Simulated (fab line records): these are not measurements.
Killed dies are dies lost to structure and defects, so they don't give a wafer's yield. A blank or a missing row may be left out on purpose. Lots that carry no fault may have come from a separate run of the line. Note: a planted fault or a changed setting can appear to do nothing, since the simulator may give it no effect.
Which tool did it? || flow n5 finfet || 23 lots (69 wafers sampled), 1 step of a 1938-step route

== WHAT EACH GAUGE READ, for each wafer ==
N5_BEOL_M10_CD_MEAS_11: the cd target is 64.1 nm.
{"lot": "L074", "measured": "day 13 05:45", "on": "cd sem-01", "cd nm (nm)": "64.1 63.5 64.3"}
{"lot": "L077", "measured": "day 13 19:44", "on": "cd sem-01", "cd nm (nm)": "63.6 62.5 63.6"}
{"lot": "L075", "measured": "day 14 05:16", "on": "cd sem-02", "cd nm (nm)": "63.3 63.3 63.6"}
{"lot": "L076", "measured": "day 14 08:54", "on": "cd sem-03", "cd nm (nm)": "63.8 63.5 63.6"}
{"lot": "L080", "measured": "day 14 17:05", "on": "cd sem-03", "cd nm (nm)": "63.6 63.5 65.0"}
{"lot": "L078", "measured": "day 14 17:19", "on": "cd sem-02", "cd nm (nm)": "64.6 64.2 64.2"}
{"lot": "L082", "measured": "day 14 22:11", "on": "cd sem-02", "cd nm (nm)": "64.5 64.2 64.7"}
{"lot": "L079", "measured": "day 15 02:20", "on": "cd sem-03", "cd nm (nm)": "64.2 65.3 63.6"}
{"lot": "L081", "measured": "day 16 17:31", "on": "cd sem-02", "cd nm (nm)": "63.5 64.0 64.7"}
{"lot": "L084", "measured": "day 16 17:44", "on": "cd sem-03", "cd nm (nm)": "64.3 64.9 63.7"}
{"lot": "L083", "measured": "day 16 18:01", "on": "cd sem-03", "cd nm (nm)": "64.2 64.9 63.5"}
{"lot": "L085", "measured": "day 17 06:31", "on": "cd sem-03", "cd nm (nm)": "64.7 63.8 64.0"}
{"lot": "L090", "measured": "day 17 08:53", "on": "cd sem-03", "cd nm (nm)": "64.1 63.8 64.0"}
{"lot": "L089", "measured": "day 17 20:42", "on": "cd sem-03", "cd nm (nm)": "64.0 62.7 63.5"}
{"lot": "L088", "measured": "day 17 22:19", "on": "cd sem-01", "cd nm (nm)": "64.0 64.7 63.3"}
{"lot": "L087", "measured": "day 17 22:52", "on": "cd sem-02", "cd nm (nm)": "64.7 63.3 63.5"}
{"lot": "L091", "measured": "day 18 04:06", "on": "cd sem-02", "cd nm (nm)": "65.3 63.8 64.8"}
{"lot": "L092", "measured": "day 18 09:59", "on": "cd sem-01", "cd nm (nm)": "64.9 63.1 62.4"}
{"lot": "L094", "measured": "day 18 10:37", "on": "cd sem-02", "cd nm (nm)": "64.4 63.3 62.1"}
{"lot": "L096", "measured": "day 18 10:41", "on": "cd sem-01", "cd nm (nm)": "63.2 63.2 63.3"}
{"lot": "L093", "measured": "day 19 08:22", "on": "cd sem-03", "cd nm (nm)": "63.7 63.3 61.7"}
{"lot": "L095", "measured": "day 19 10:23", "on": "cd sem-02", "cd nm (nm)": "63.7 64.0 63.9"}
{"lot": "L097", "measured": "day 19 16:20", "on": "cd sem-01", "cd nm (nm)": "63.7 64.4 64.5"}

== TOOL THAT RAN EACH LOT (tool first, then ch and the chambers of the sampled wafers, then the start) ==
Record: no process step prior to these readings.

== WHAT THE TOOLS THEMSELVES READ (means of the sampled wafers that have a number; where no wafer has one, the mark that the record gives instead) ==
The record holds no such reading with a usual standard deviation.

== THE ANSWER, worked out from the rows above alone ==
Rule: what is usual is taken from the lots themselves. The widest of any qualifying gaps counts: lots, ordered by their means at a reading, are off when they make up no more than a third of the lots, leave a main group of 4 or more, and stand apart from it by 3 or more times the standard deviation of that group's means. A main group whose means are all the same, to the digits that the tables above print for the reading, isn't used. Also off: a lot with no number at a reading for which 4 or more lots have one. The other lots that the step has rows for count as sound. First the gauges in route order, then the tools' own readings, where a lot's mean is used as printed above. The first step at which some lot is off is used, and at that step the reading that is off furthest; a lot without a number counts as furthest.
No lot is off on any of the readings shown, so nothing can be concluded from this.

== WHAT WAS PUT IN BY THE SIMULATOR ==
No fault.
